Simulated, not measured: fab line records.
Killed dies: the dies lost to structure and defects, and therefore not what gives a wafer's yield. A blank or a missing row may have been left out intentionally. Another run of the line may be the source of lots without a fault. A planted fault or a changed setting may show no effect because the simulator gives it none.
fab line records	flow n5Finfet
record: lots: 24	wafers: 72	lastDay: 18
route steps=1938 shown BEOL_M8@1334 BEOL_M9@1415
lots that met no fault: taken from a fault-free run of the same line
startH: hours from the record's first day to the start of the lot's first wafer shown	waitH: how many hours have passed since the lot's step before this one	" repeats the value in the row above	L1.1+2: a row that stands for several wafers	- value missing, or start not given	* or withheld: withheld	< > ~ a bound
route shown NAME@n: names a module that has steps shown in the file, with the first one's number in the route	usual: average and standard deviation across the fault-free wafers	same: alike in all rows	chamber/n: place in a boat	sites: the reading at each site	_std_site: the values' standard deviation	_edge_site: inner sites' mean taken away from outer sites' mean	radiusMm: how far each site lies from the wafer's centre	mask NAME#n: copy n	behind: the last tool/chamber to shape the wafer	hold: reason for holding the lot/hours on hold/outcome of the hold	device: which transistor (n, p or np) failed to switch	end of line: the route-end tests of the same wafers	a step with no rows: only its recipe	killed: the dies lost at the first sort to structure and to defects; this is not the yield of the wafer	map: per-die view of a wafer (x killed, . not killed, _ where there is no die)
set.NAME: setting as actually run; set.NAME@STEP: the setting as run at that earlier step	model.NAME: the simulator's own value behind a step, which no gauge read
the route's steps for a sample of lots (tables are steps, rows are wafers)
services: the hour from which a tool's chamber was out of use, counted from the record's first day as startH (under 0 if before that day), plus the number of hours and why
== steps ==
step: N5_BEOL_M8_THK_MEAS_01
recipe: reads: SiCOH_lowk_of_BEOL_M8_ILD_DEP_00
usual: M8_ILD_THK: 153.9/2.1
lot.wafer	tool	chamber	startH	waitH	M8_ILD_THK[nm]
L074.1	filmMetro-01	-	194.35	0.8	152.0
L074.5	"	-	"	"	153.3
L074.6	"	-	"	"	154.9
L075.3	filmMetro-01	-	204.16	0.3	152.5
L075.4	"	-	"	"	152.1
L075.6	"	-	"	"	152.7
L076.1	filmMetro-01	-	214.85	0.4	152.3
L076.3	"	-	"	"	153.3
L076.5	"	-	"	"	152.0
L078.1	filmMetro-02	-	217.85	0.4	149.7
L078.3	"	-	"	"	151.8
L078.5	"	-	"	"	149.0
L077.1	filmMetro-01	-	218.38	0.4	153.4
L077.4	"	-	"	"	155.8
L077.5	"	-	"	"	155.2
L079.2	filmMetro-01	-	239.24	0.4	152.6
L079.3	"	-	"	"	156.8
L079.6	"	-	"	"	155.7
L080.3	filmMetro-02	-	241.40	0.3	152.8
L080.5	"	-	"	"	153.7
L080.6	"	-	"	"	153.7
L081.1	filmMetro-02	-	250.30	0.8	151.7
L081.3	"	-	"	"	152.4
L081.6	"	-	"	"	152.5
L083.1	filmMetro-02	-	254.61	0.4	155.7
L083.2	"	-	"	"	156.2
L083.3	"	-	"	"	154.6
L082.1	filmMetro-02	-	267.78	0.4	154.4
L082.4	"	-	"	"	155.5
L082.5	"	-	"	"	155.9
L085.1	filmMetro-02	-	282.09	0.4	152.3
L085.3	"	-	"	"	153.2
L085.6	"	-	"	"	155.9
L086.1	filmMetro-01	-	288.50	0.8	155.1
L086.3	"	-	"	"	153.4
L086.4	"	-	"	"	156.9
L089.2	filmMetro-01	-	289.33	0.4	152.1
L089.3	"	-	"	"	149.6
L089.5	"	-	"	"	151.4
L088.3	filmMetro-02	-	289.81	0.3	151.6
L088.4	"	-	"	"	153.3
L088.5	"	-	"	"	154.4
L084.2	filmMetro-02	-	289.94	0.4	151.5
L084.4	"	-	"	"	153.9
L084.5	"	-	"	"	158.0
L087.1	filmMetro-01	-	290.42	0.4	153.2
L087.2	"	-	"	"	151.1
L087.5	"	-	"	"	154.4
L090.2	filmMetro-02	-	293.10	0.7	154.9
L090.5	"	-	"	"	155.9
L090.6	"	-	"	"	156.8
L092.1	filmMetro-01	-	318.08	0.4	151.9
L092.2	"	-	"	"	154.8
L092.5	"	-	"	"	154.1
L091.2	filmMetro-01	-	318.76	0.4	154.3
L091.5	"	-	"	"	155.7
L091.6	"	-	"	"	155.3
L093.3	filmMetro-01	-	326.83	0.5	152.5
L093.4	"	-	"	"	155.1
L093.6	"	-	"	"	156.6
L094.3	filmMetro-01	-	343.06	0.3	153.6
L094.4	"	-	"	"	153.9
L094.5	"	-	"	"	157.7
L095.1	filmMetro-02	-	343.14	0.4	150.3
L095.4	"	-	"	"	153.8
L095.6	"	-	"	"	151.8
L096.2	filmMetro-01	-	348.03	0.4	154.2
L096.3	"	-	"	"	156.1
L096.4	"	-	"	"	153.9
L097.1	filmMetro-02	-	351.54	0.4	154.1
L097.3	"	-	"	"	152.9
L097.6	"	-	"	"	155.2
step: N5_BEOL_M8_ETCH_41
recipe: chemistry: CH3F/O2	target: SiCN	targetDepthA: 319	taperDeg: 2	timeS: 57.8	ionEnergyEv: 120	maskMaterial: TiN	pressureMtorr: 30	sourceW: 395	biasW: 75	Ar_flow_sccm: 150	CH3F_flow_sccm: 30	O2_flow_sccm: 20
usual: drypumpMotorCurrentA: 5.5/0.45	oesProductAu: 0.81/0.082	rfVppV: 297.8/1.9	showerheadPlenumPTorr: 2.03/0.078	throttleValvePct: 16.32/0.22
lot.wafer	tool	chamber	startH	waitH	drypumpMotorCurrentA	oesProductAu	rfHoursCounterH	rfVppV	showerheadPlenumPTorr	throttleValvePct
L074.1	rieDiel-01	3	-	-	5.6	0.77	118	297.1	2.02	16.14
L074.5	"	0	"	"	5.8	0.92	-	299.4	2.06	16.32
L074.6	"	1	"	"	5.0	0.69	-	298.3	2.06	16.72
L075.3	rieDiel-05	0	-	-	4.7	0.85	51	298.2	2.05	16.10
L075.4	"	1	"	"	5.6	0.78	126	294.7	1.92	16.33
L075.6	"	0	"	"	4.7	0.85	-	298.2	2.05	16.13
L076.1	rieDiel-05	3	-	-	6.3	0.88	37	294.5	1.98	15.97
L076.3	"	0	"	"	4.7	0.84	54	296.5	2.05	16.10
L076.5	"	1	"	"	5.6	0.78	-	294.5	1.92	16.34
L077.1	rieDiel-01	2	-	-	5.9	0.94	14	299.4	2.14	16.34
L077.4	"	3	"	"	5.6	0.76	126	299.3	2.01	16.16
L077.5	"	3	"	"	5.6	0.76	-	297.4	2.01	16.16
L078.1	rieDiel-03	3	-	-	5.4	0.79	101	300.4	2.10	16.31
L078.3	"	0	"	"	5.5	0.70	198	295.2	1.91	16.82
L078.5	"	3	"	"	5.4	0.79	-	300.9	2.11	16.31
L079.2	rieDiel-05	3	-	-	6.3	0.87	46	296.8	1.98	15.99
L079.3	"	1	"	"	5.6	0.78	138	294.7	1.91	16.37
L079.6	"	0	"	"	4.7	0.83	-	298.0	2.04	16.12
L080.3	rieDiel-03	1	-	-	5.0	0.90	22	299.2	2.13	16.22
L080.5	"	2	"	"	6.0	0.88	-	300.1	2.13	16.15
L080.6	"	3	"	"	5.4	0.77	-	299.8	2.10	16.34
L081.1	rieDiel-01	2	-	-	5.9	0.91	24	299.6	2.14	16.38
L081.3	"	1	"	"	5.0	0.67	249	298.9	2.05	16.75
L081.6	"	2	"	"	5.9	0.91	-	300.0	2.14	16.39
L083.1	rieDiel-05	3	-	-	6.3	0.85	51	295.8	1.98	15.99
L083.2	"	0	"	"	4.7	0.83	68	297.9	2.04	16.15
L083.3	"	1	"	"	5.6	0.77	144	295.1	1.91	16.39
L082.1	rieDiel-05	3	-	-	6.3	0.85	59	297.5	1.98	16.01
L082.4	"	1	"	"	5.5	0.77	-	295.1	1.91	16.40
L082.5	"	0	"	"	4.7	0.82	-	297.2	2.04	16.14
L085.1	rieDiel-03	0	-	-	5.5	0.69	221	294.0	1.90	16.86
L085.3	"	2	"	"	6.0	0.85	77	300.0	2.12	16.17
L085.6	"	2	"	"	6.0	0.84	-	301.7	2.12	16.17
L086.1	rieDiel-03	1	-	-	5.0	0.86	38	300.7	2.13	16.24
L086.3	"	0	"	"	5.5	0.68	224	295.0	1.90	16.88
L086.4	"	2	"	"	6.0	0.83	81	300.6	2.12	16.17
L088.3	rieDiel-01	3	-	-	5.6	0.73	153	296.4	2.00	16.20
L088.4	"	1	"	"	5.1	0.96	5	298.9	2.05	16.25
L088.5	"	1	"	"	5.1	0.96	-	297.3	2.05	16.21
L089.2	rieDiel-01	1	-	-	5.1	0.95	6	298.2	2.05	16.24
L089.3	"	2	"	"	5.9	0.88	43	301.2	2.13	16.41
L089.5	"	3	"	"	5.6	0.73	-	297.8	2.00	16.20
L087.1	rieDiel-01	1	-	-	5.1	0.97	6	298.8	2.05	16.23
L087.2	"	2	"	"	5.9	0.89	43	300.1	2.13	16.43
L087.5	"	3	"	"	5.5	0.73	-	296.9	2.00	16.23
L084.2	rieDiel-03	1	-	-	5.0	0.87	40	302.0	2.13	16.25
L084.4	"	3	"	"	5.4	0.76	126	299.3	2.10	16.35
L084.5	"	3	"	"	5.4	0.77	-	298.1	2.10	16.35
L090.2	rieDiel-01	1	-	-	5.0	0.96	7	298.6	2.05	16.23
L090.5	"	1	"	"	5.0	0.95	-	299.8	2.05	16.24
L090.6	"	0	"	"	5.8	0.86	-	296.7	2.05	16.40
L092.1	rieDiel-05	0	-	-	4.7	0.82	82	297.5	2.04	16.17
L092.2	"	2	"	"	5.7	1.00	4	295.6	1.94	16.12
L092.5	"	3	"	"	6.3	0.85	-	295.5	1.97	16.02
L091.2	rieDiel-01	2	-	-	5.9	0.86	55	300.0	2.13	16.46
L091.5	"	1	"	"	5.0	0.93	-	299.0	2.05	16.27
L091.6	"	0	"	"	5.8	0.84	-	298.7	2.04	16.41
L093.3	rieDiel-03	1	-	-	5.0	0.84	52	299.4	2.12	16.28
L093.4	"	0	"	"	5.5	0.67	240	296.5	1.90	16.89
L093.6	"	3	"	"	5.4	0.74	-	298.4	2.09	16.39
L094.3	rieDiel-03	0	-	-	5.5	0.68	247	293.9	1.89	16.92
L094.4	"	0	"	"	5.5	0.67	-	295.6	1.89	16.91
L094.5	"	3	"	"	5.4	0.74	-	298.4	2.09	16.40
L095.1	rieDiel-05	2	-	-	5.8	0.97	11	296.8	1.94	16.13
L095.4	"	0	"	"	4.7	0.80	89	298.2	2.03	16.18
L095.6	"	0	"	"	4.7	0.80	-	297.5	2.03	16.18
L096.2	rieDiel-05	3	-	-	6.3	0.84	74	296.8	1.97	16.03
L096.3	"	0	"	"	4.7	0.81	91	298.0	2.03	16.18
L096.4	"	2	"	"	5.7	0.98	13	297.0	1.94	16.12
L097.1	rieDiel-03	1	-	-	5.0	0.83	60	299.8	2.12	16.31
L097.3	"	0	"	"	5.5	0.66	250	295.7	1.89	16.92
L097.6	"	0	"	"	5.5	0.66	-	294.9	1.89	16.91
step: N5_BEOL_M8_OCD_MEAS_38
usual: trenchDepthNm: 93.4/2.2
lot.wafer	tool	chamber	startH	waitH	trenchDepthNm
L074.1	ocd-02	-	202.88	-	93.2
L074.5	"	-	"	"	93.8
L074.6	"	-	"	"	91.4
L075.3	ocd-01	-	211.20	-	93.4
L075.4	"	-	"	"	93.5
L075.6	"	-	"	"	93.7
L076.1	ocd-02	-	219.40	-	93.4
L076.3	"	-	"	"	92.2
L076.5	"	-	"	"	91.9
L077.1	ocd-01	-	223.06	-	95.3
L077.4	"	-	"	"	92.6
L077.5	"	-	"	"	93.1
L078.1	ocd-01	-	223.37	-	90.8
L078.3	"	-	"	"	92.3
L078.5	"	-	"	"	90.9
L079.2	ocd-02	-	242.31	-	93.4
L079.3	"	-	"	"	91.8
L079.6	"	-	"	"	93.8
L080.3	ocd-01	-	246.01	-	94.3
L080.5	"	-	"	"	97.4
L080.6	"	-	"	"	89.4
L081.1	ocd-02	-	254.08	-	94.1
L081.3	"	-	"	"	91.5
L081.6	"	-	"	"	94.4
L083.1	ocd-01	-	257.35	-	93.1
L083.2	"	-	"	"	93.4
L083.3	"	-	"	"	92.0
L082.1	ocd-01	-	277.15	-	93.5
L082.4	"	-	"	"	93.3
L082.5	"	-	"	"	93.6
L085.1	ocd-02	-	286.63	-	93.3
L085.3	"	-	"	"	97.8
L085.6	"	-	"	"	98.4
L086.1	ocd-02	-	294.02	-	94.9
L086.3	"	-	"	"	91.5
L086.4	"	-	"	"	96.5
L088.3	ocd-01	-	294.06	-	91.8
L088.4	"	-	"	"	98.3
L088.5	"	-	"	"	98.7
L089.2	ocd-02	-	296.16	-	97.0
L089.3	"	-	"	"	94.6
L089.5	"	-	"	"	91.4
L087.1	ocd-01	-	296.62	-	98.3
L087.2	"	-	"	"	95.2
L087.5	"	-	"	"	92.0
L084.2	ocd-02	-	296.67	-	95.7
L084.4	"	-	"	"	90.1
L084.5	"	-	"	"	90.6
L090.2	ocd-02	-	298.15	-	96.7
L090.5	"	-	"	"	98.1
L090.6	"	-	"	"	93.1
L092.1	ocd-01	-	325.35	-	92.8
L092.2	"	-	"	"	97.1
L092.5	"	-	"	"	91.4
L091.2	ocd-02	-	325.67	-	94.7
L091.5	"	-	"	"	97.0
L091.6	"	-	"	"	91.8
L093.3	ocd-01	-	331.63	-	95.1
L093.4	"	-	"	"	91.7
L093.6	"	-	"	"	89.1
L094.3	ocd-01	-	347.43	-	91.1
L094.4	"	-	"	"	91.9
L094.5	"	-	"	"	88.6
L095.1	ocd-02	-	347.49	-	97.2
L095.4	"	-	"	"	92.7
L095.6	"	-	"	"	92.7
L096.2	ocd-02	-	351.61	-	93.1
L096.3	"	-	"	"	92.7
L096.4	"	-	"	"	97.2
L097.1	ocd-02	-	353.88	-	94.6
L097.3	"	-	"	"	90.3
L097.6	"	-	"	"	90.6
step: N5_BEOL_M9_OVL_MEAS_12
recipe: pointsPerWafer: 44
usual: M9_OVL: 0.1/0.81
lot.wafer	tool	chamber	startH	waitH	M9_OVL[nm]
L074.1	overlay-01	0	208.58	0.0	0.5
L074.5	"	0	"	"	0.8
L074.6	"	0	"	"	0.0
L075.3	overlay-01	0	216.35	0.0	0.6
L075.4	"	0	"	"	0.6
L075.6	"	0	"	"	-0.2
L076.1	overlay-01	0	224.89	0.0	0.2
L076.3	"	0	"	"	0.1
L076.5	"	0	"	"	0.7
L077.1	overlay-01	0	228.33	0.0	1.2
L077.4	"	0	"	"	-0.5
L077.5	"	0	"	"	0.7
L078.1	overlay-01	0	228.53	0.0	0.6
L078.3	"	0	"	"	0.2
L078.5	"	0	"	"	0.3
L079.2	overlay-01	0	246.94	0.0	1.7
L079.3	"	0	"	"	0.6
L079.6	"	0	"	"	1.3
L080.3	overlay-01	0	251.48	0.0	-0.2
L080.5	"	0	"	"	-0.4
L080.6	"	0	"	"	-0.1
L081.1	overlay-01	0	258.50	0.0	1.3
L081.3	"	0	"	"	1.9
L081.6	"	0	"	"	-0.4
L083.1	overlay-01	0	263.92	0.0	-0.5
L083.2	"	0	"	"	1.5
L083.3	"	0	"	"	0.4
L082.1	overlay-01	0	281.67	0.0	1.2
L082.4	"	0	"	"	-1.1
L082.5	"	0	"	"	-0.1
L085.1	overlay-02	0	291.50	0.0	-0.3
L085.3	"	0	"	"	-0.2
L085.6	"	0	"	"	-1.5
L088.3	overlay-01	0	298.63	0.0	1.0
L088.4	"	0	"	"	0.1
L088.5	"	0	"	"	0.8
L086.1	overlay-02	0	298.81	0.0	0.0
L086.3	"	0	"	"	-0.3
L086.4	"	0	"	"	0.3
L087.1	overlay-02	0	300.54	0.0	0.5
L087.2	"	0	"	"	-0.1
L087.5	"	0	"	"	1.7
L089.2	overlay-02	0	300.78	0.0	-0.4
L089.3	"	0	"	"	-0.5
L089.5	"	0	"	"	-0.2
L084.2	overlay-02	0	300.96	0.0	-1.6
L084.4	"	0	"	"	-1.2
L084.5	"	0	"	"	-0.3
L090.2	overlay-01	0	301.44	0.0	-1.1
L090.5	"	0	"	"	-0.8
L090.6	"	0	"	"	-0.5
L092.1	overlay-01	0	330.38	0.0	-0.5
L092.2	"	0	"	"	-0.9
L092.5	"	0	"	"	0.1
L091.2	overlay-02	0	330.90	0.0	0.5
L091.5	"	0	"	"	1.2
L091.6	"	0	"	"	0.3
L093.3	overlay-01	0	340.33	0.0	-0.5
L093.4	"	0	"	"	0.1
L093.6	"	0	"	"	0.2
L094.3	overlay-02	0	352.80	0.0	0.1
L094.4	"	0	"	"	0.9
L094.5	"	0	"	"	-0.3
L095.1	overlay-01	0	352.96	0.0	0.8
L095.4	"	0	"	"	0.7
L095.6	"	0	"	"	1.9
L096.2	overlay-01	0	357.52	0.0	0.0
L096.3	"	0	"	"	-1.3
L096.4	"	0	"	"	-0.5
L097.1	overlay-01	0	363.32	0.0	-0.9
L097.3	"	0	"	"	-0.2
L097.6	"	0	"	"	0.1
step: N5_BEOL_M9_DESCUM_16
recipe: chemistry: O2	timeS: 7.9	sourcePowerW: 50	biasPowerW: 20	pressureMtorr: 20	rfFrequencyHz: 2.712e+07	tempC: 40	resist: CAR-ArF	o2FlowSccm: 225
usual: drypumpMotorCurrentA: 5.5/0.33	oesProductAu: 0.78/0.079	rfVppV: 243.2/1.5	showerheadPlenumPTorr: 2.10/0.073	throttleValvePct: 20.50/0.22
lot.wafer	tool	chamber	startH	waitH	drypumpMotorCurrentA	oesProductAu	rfHoursCounterH	rfVppV	showerheadPlenumPTorr	throttleValvePct
L074.1	rieDiel-02	2	208.64	0.0	5.8	0.92	20	243.1	2.06	20.14
L074.5	"	0	"	"	4.8	0.67	-	242.8	2.08	20.83
L074.6	"	3	"	"	5.7	0.87	-	244.2	2.24	20.78
L075.3	rieDiel-06	3	216.41	0.0	5.2	0.84	49	246.0	2.20	20.08
L075.4	"	2	"	"	6.1	0.76	139	243.9	2.10	20.47
L075.6	"	0	"	"	5.6	0.74	-	243.6	2.17	20.47
L076.1	rieDiel-04	2	224.95	0.0	5.7	0.71	179	242.3	2.01	20.46
L076.3	"	1	"	"	5.0	0.66	241	242.5	2.05	20.70
L076.5	"	2	"	"	5.7	0.71	-	242.4	2.01	20.44
L077.1	rieDiel-06	1	228.40	0.0	5.4	0.82	76	242.5	2.03	20.63
L077.4	"	3	"	"	5.2	0.86	52	245.0	2.20	20.07
L077.5	"	1	"	"	5.4	0.83	-	242.6	2.03	20.63
L078.1	rieDiel-06	2	228.66	0.1	6.1	0.76	143	242.6	2.10	20.49
L078.3	"	3	"	"	5.2	0.86	52	245.3	2.20	20.07
L078.5	"	0	"	"	5.6	0.74	-	245.6	2.17	20.48
L079.2	rieDiel-02	3	247.58	0.6	5.7	0.85	61	245.8	2.23	20.79
L079.3	"	2	"	"	5.8	0.90	33	243.3	2.05	20.17
L079.6	"	2	"	"	5.8	0.89	-	241.9	2.05	20.16
L080.3	rieDiel-04	0	251.54	0.0	5.7	0.82	71	243.8	2.06	20.56
L080.5	"	2	"	"	5.7	0.71	-	241.0	2.00	20.46
L080.6	"	0	"	"	5.6	0.83	-	241.6	2.06	20.57
L081.1	rieDiel-04	3	258.56	0.0	5.4	0.70	222	244.9	2.18	20.63
L081.3	"	2	"	"	5.7	0.70	191	241.5	2.00	20.45
L081.6	"	3	"	"	5.4	0.70	-	245.4	2.18	20.65
L083.1	rieDiel-06	3	264.08	0.1	5.2	0.84	62	244.0	2.20	20.08
L083.2	"	1	"	"	5.4	0.81	87	243.0	2.03	20.66
L083.3	"	0	"	"	5.6	0.72	179	243.8	2.17	20.47
L082.1	rieDiel-02	2	281.72	0.0	5.8	0.88	42	244.0	2.05	20.18
L082.4	"	0	"	"	4.8	0.98	8	241.9	2.07	20.46
L082.5	"	1	"	"	6.0	0.70	-	243.1	2.10	20.83
L085.1	rieDiel-02	2	291.56	0.0	5.8	0.88	45	242.8	2.05	20.19
L085.3	"	3	"	"	5.7	0.84	74	245.8	2.23	20.81
L085.6	"	0	"	"	4.8	0.95	-	242.8	2.07	20.47
L088.3	rieDiel-06	1	298.69	0.0	5.4	0.79	96	243.1	2.02	20.68
L088.4	"	2	"	"	6.1	0.74	164	244.3	2.10	20.51
L088.5	"	0	"	"	5.6	0.72	-	243.7	2.16	20.49
L086.1	rieDiel-04	1	298.87	0.0	5.0	0.92	9	243.7	2.04	20.26
L086.3	"	0	"	"	5.7	0.81	85	243.0	2.06	20.58
L086.4	"	2	"	"	5.7	0.69	200	240.7	2.00	20.49
L087.1	rieDiel-04	3	300.60	0.0	5.4	0.70	233	244.1	2.17	20.65
L087.2	"	2	"	"	5.7	0.69	200	240.6	2.00	20.48
L087.5	"	1	"	"	5.0	0.92	-	243.1	2.04	20.26
L089.2	rieDiel-02	3	300.83	0.0	5.7	0.82	78	244.6	2.23	20.81
L089.3	"	1	"	"	6.0	0.69	239	243.4	2.09	20.83
L089.5	"	2	"	"	5.8	0.87	-	242.6	2.05	20.18
L084.2	rieDiel-06	0	301.02	0.0	5.6	0.73	189	244.3	2.16	20.50
L084.4	"	3	"	"	5.2	0.84	-	243.5	2.20	20.10
L084.5	"	0	"	"	5.5	0.72	-	245.3	2.16	20.51
L090.2	rieDiel-06	3	301.50	0.0	5.2	0.84	70	246.6	2.20	20.10
L090.5	"	3	"	"	5.2	0.83	-	244.9	2.20	20.09
L090.6	"	1	"	"	5.4	0.80	-	242.2	2.02	20.68
L092.1	rieDiel-04	2	330.44	0.0	5.7	0.70	206	241.1	2.00	20.48
L092.2	"	1	"	"	5.0	0.92	17	241.6	2.04	20.26
L092.5	"	0	"	"	5.6	0.80	-	242.5	2.06	20.56
L091.2	rieDiel-04	2	330.96	0.0	5.7	0.69	206	241.0	2.00	20.49
L091.5	"	0	"	"	5.6	0.80	-	241.7	2.06	20.60
L091.6	"	1	"	"	5.0	0.90	-	243.3	2.04	20.26
L093.3	rieDiel-06	3	340.39	0.0	5.2	0.81	81	245.6	2.19	20.12
L093.4	"	1	"	"	5.4	0.79	-	242.7	2.02	20.69
L093.6	"	3	"	"	5.2	0.81	-	246.1	2.19	20.12
L094.3	rieDiel-06	0	352.86	0.0	5.6	0.71	203	244.1	2.16	20.54
L094.4	"	1	"	"	5.4	0.79	113	242.3	2.02	20.70
L094.5	"	1	"	"	5.4	0.79	-	240.5	2.02	20.70
L095.1	rieDiel-04	3	353.16	0.2	5.4	0.69	247	244.6	2.17	20.68
L095.4	"	0	"	"	5.6	0.79	101	241.5	2.05	20.61
L095.6	"	2	"	"	5.7	0.69	-	241.4	2.00	20.49
L096.2	rieDiel-04	1	357.58	0.0	5.0	0.88	27	242.4	2.04	20.29
L096.3	"	0	"	"	5.6	0.78	103	241.9	2.05	20.60
L096.4	"	3	"	"	5.4	0.68	249	242.6	2.17	20.68
L097.1	rieDiel-04	2	363.80	0.5	5.7	0.67	217	241.1	1.99	20.51
L097.3	"	1	"	"	5.0	0.89	29	243.3	2.04	20.28
L097.6	"	0	"	"	5.6	0.79	-	241.5	2.05	20.61
step: N5_BEOL_M9_STRIP_36
recipe: chemistry: N2/H2	powerW: 450	tempC: 40	pressureMtorr: 20	rfFrequencyHz: 6e+07	overashFraction: 0.3	biasPowerW: 7	h2Frac: 0.5	n2FlowSccm: 200	h2FlowSccm: 200
usual: drypumpMotorCurrentA: 5.5/0.37	n2FlowSccm: 200.1/0.56	oesProductAu: 0.81/0.084	rfVppV: 59.3/1.4	showerheadPlenumPTorr: 2.54/0.099	throttleValvePct: 23.8/0.34
same: overashFraction: 0.3
lot.wafer	tool	chamber	startH	waitH	drypumpMotorCurrentA	n2FlowSccm	oesProductAu	rfHoursCounterH	rfVppV	showerheadPlenumPTorr	throttleValvePct
L074.1	rieDiel-04	2	210.77	0.0	5.7	199.8	0.72	174	58.7	2.41	23.3
L074.5	"	0	"	"	5.6	200.8	0.83	-	60.3	2.47	23.8
L074.6	"	1	"	"	5.0	199.8	0.67	-	58.1	2.50	23.8
L075.3	rieDiel-02	0	219.32	0.0	4.8	199.9	0.68	246	60.0	2.51	24.3
L075.4	"	3	"	"	5.7	200.6	0.88	51	59.7	2.70	24.3
L075.6	"	3	"	"	5.7	200.9	0.88	-	59.9	2.70	24.3
L076.1	rieDiel-06	0	227.56	0.0	5.6	201.1	0.74	169	59.8	2.66	24.1
L076.3	"	3	"	"	5.2	200.2	0.86	52	59.0	2.71	23.5
L076.5	"	3	"	"	5.2	199.7	0.86	-	57.3	2.71	23.5
L077.1	rieDiel-06	1	230.08	0.0	5.4	200.0	0.81	77	58.9	2.46	23.9
L077.4	"	3	"	"	5.2	199.4	0.85	53	61.3	2.71	23.6
L077.5	"	2	"	"	6.1	199.5	0.75	-	57.3	2.55	23.7
L078.1	rieDiel-02	0	230.24	0.0	4.7	199.9	0.68	249	58.7	2.51	24.3
L078.3	"	2	"	"	5.8	200.8	0.91	26	58.6	2.47	23.3
L078.5	"	3	"	"	5.7	199.3	0.85	-	62.3	2.70	24.3
L079.2	rieDiel-02	3	250.95	0.0	5.7	201.0	0.87	62	57.1	2.69	24.3
L079.3	"	2	"	"	5.8	200.8	0.90	34	59.3	2.47	23.3
L079.6	"	3	"	"	5.7	199.8	0.85	-	61.6	2.69	24.3
L080.3	rieDiel-04	3	252.81	0.0	5.4	200.8	0.70	220	61.5	2.62	23.6
L080.5	"	3	"	"	5.4	200.1	0.70	-	59.6	2.62	23.6
L080.6	"	0	"	"	5.6	198.8	0.83	-	58.3	2.47	23.8
L081.1	rieDiel-04	3	263.33	0.0	5.4	200.1	0.69	223	60.7	2.62	23.6
L081.3	"	0	"	"	5.6	199.6	0.83	75	60.6	2.47	23.8
L081.6	"	0	"	"	5.7	200.2	0.82	-	57.4	2.47	23.8
L083.1	rieDiel-04	2	266.44	0.0	5.7	200.9	0.70	192	59.3	2.40	23.3
L083.2	"	1	"	"	5.0	200.1	0.97	1	59.7	2.49	23.4
L083.3	"	3	"	"	5.4	200.0	0.71	224	58.8	2.62	23.6
L082.1	rieDiel-06	3	283.93	0.0	5.2	200.0	0.84	64	58.8	2.71	23.5
L082.4	"	2	"	"	6.1	199.4	0.76	160	60.5	2.54	23.8
L082.5	"	2	"	"	6.1	200.3	0.75	-	57.6	2.54	23.8
L085.1	rieDiel-06	2	293.98	0.0	6.1	200.6	0.75	163	59.5	2.54	23.7
L085.3	"	1	"	"	5.4	200.8	0.79	95	59.3	2.45	23.9
L085.6	"	3	"	"	5.2	200.8	0.82	-	59.3	2.70	23.6
L088.3	rieDiel-06	0	300.15	0.0	5.6	199.9	0.73	189	59.8	2.65	24.1
L088.4	"	3	"	"	5.2	201.2	0.84	-	60.3	2.70	23.5
L088.5	"	0	"	"	5.6	199.5	0.72	-	58.4	2.65	24.1
L086.1	rieDiel-02	0	300.32	0.0	4.8	199.7	0.95	14	58.2	2.51	23.9
L086.3	"	2	"	"	5.8	199.9	0.87	49	58.2	2.46	23.3
L086.4	"	3	"	"	5.7	201.2	0.83	78	60.9	2.69	24.3
L087.1	rieDiel-04	0	302.30	0.0	5.7	199.8	0.81	86	56.7	2.46	23.8
L087.2	"	3	"	"	5.3	200.4	0.70	233	61.9	2.62	23.6
L087.5	"	1	"	"	5.0	199.9	0.92	-	60.3	2.49	23.4
L089.2	rieDiel-02	3	302.49	0.0	5.7	201.3	0.84	79	60.8	2.69	24.3
L089.3	"	0	"	"	4.8	199.2	0.95	15	59.6	2.51	23.9
L089.5	"	0	"	"	4.7	199.6	0.95	-	56.6	2.51	23.9
L084.2	rieDiel-06	3	303.02	0.0	5.2	200.3	0.84	71	58.6	2.70	23.5
L084.4	"	3	"	"	5.2	200.2	0.82	-	58.4	2.70	23.6
L084.5	"	0	"	"	5.6	200.2	0.72	-	59.2	2.65	24.1
L090.2	rieDiel-04	0	303.09	0.0	5.6	201.2	0.81	87	59.2	2.46	23.8
L090.5	"	2	"	"	5.7	200.2	0.70	-	57.5	2.40	23.3
L090.6	"	1	"	"	5.0	200.2	0.93	-	57.5	2.49	23.4
L092.1	rieDiel-04	1	331.70	0.0	5.0	200.4	0.90	18	57.4	2.49	23.4
L092.2	"	3	"	"	5.4	199.6	0.70	241	61.1	2.61	23.6
L092.5	"	3	"	"	5.4	199.2	0.69	-	59.1	2.62	23.6
L091.2	rieDiel-04	0	334.19	0.0	5.7	200.4	0.80	95	60.9	2.46	23.8
L091.5	"	0	"	"	5.6	201.5	0.79	-	58.4	2.46	23.8
L091.6	"	3	"	"	5.4	200.3	0.71	-	58.9	2.62	23.6
L093.3	rieDiel-02	3	343.42	0.0	5.7	200.2	0.80	91	58.9	2.68	24.3
L093.4	"	2	"	"	5.8	200.2	0.85	-	57.6	2.46	23.3
L093.6	"	3	"	"	5.7	199.8	0.81	-	59.3	2.68	24.4
L094.3	rieDiel-02	3	354.57	0.0	5.7	200.1	0.81	96	59.5	2.68	24.3
L094.4	"	0	"	"	4.7	199.7	0.90	-	61.6	2.50	23.9
L094.5	"	3	"	"	5.7	200.1	0.80	-	62.5	2.68	24.4
L095.1	rieDiel-02	0	354.99	0.0	4.7	200.6	0.92	32	59.6	2.50	23.9
L095.4	"	3	"	"	5.7	199.6	0.80	-	58.0	2.68	24.3
L095.6	"	0	"	"	4.7	200.3	0.91	-	57.1	2.50	23.9
L096.2	rieDiel-02	1	362.92	0.0	6.0	200.2	0.99	1	58.9	2.47	23.4
L096.3	"	0	"	"	4.7	199.9	0.89	34	59.5	2.50	24.0
L096.4	"	2	"	"	5.8	199.7	0.86	69	58.1	2.45	23.3
L097.1	rieDiel-02	0	366.39	0.0	4.7	199.9	0.91	35	58.7	2.50	23.9
L097.3	"	3	"	"	5.7	201.0	0.81	99	58.9	2.68	24.3
L097.6	"	3	"	"	5.7	200.7	0.81	-	60.6	2.68	24.3
== services ==
tool	chamber	startH	hours	kind
rieDiel-04	0	222.79	11.3	repair
rieDiel-04	2	228.08	2.4	repair
rieDiel-01	3	233.35	4.4	repair
rieDiel-02	0	234.65	-	clean
rieDiel-02	0	234.65	-	consumableReplace:focusRing
rieDiel-02	0	234.65	19.3	scheduledDown
rieDiel-02	0	234.65	19.3	ventCycle
rieDiel-05	2	248.24	5.7	repair
rieDiel-04	1	249.86	-	clean
rieDiel-04	1	249.86	-	consumableReplace:focusRing
rieDiel-04	1	249.86	12.2	scheduledDown
rieDiel-04	1	249.86	12.2	ventCycle
rieDiel-03	1	260.43	9.6	repair
rieDiel-03	3	273.20	6.0	repair
rieDiel-05	-	280.28	28.1	pm
rieDiel-06	2	299.45	8.1	repair
rieDiel-03	1	316.51	4.1	repair
rieDiel-06	0	337.05	4.8	repair
rieDiel-02	1	338.56	-	clean
rieDiel-02	1	338.56	-	consumableReplace:focusRing
rieDiel-02	1	338.56	16.8	scheduledDown
rieDiel-03	2	343.20	4.2	repair
rieDiel-04	3	361.23	-	clean
rieDiel-04	3	361.23	-	consumableReplace:focusRing
== key ==
fault none
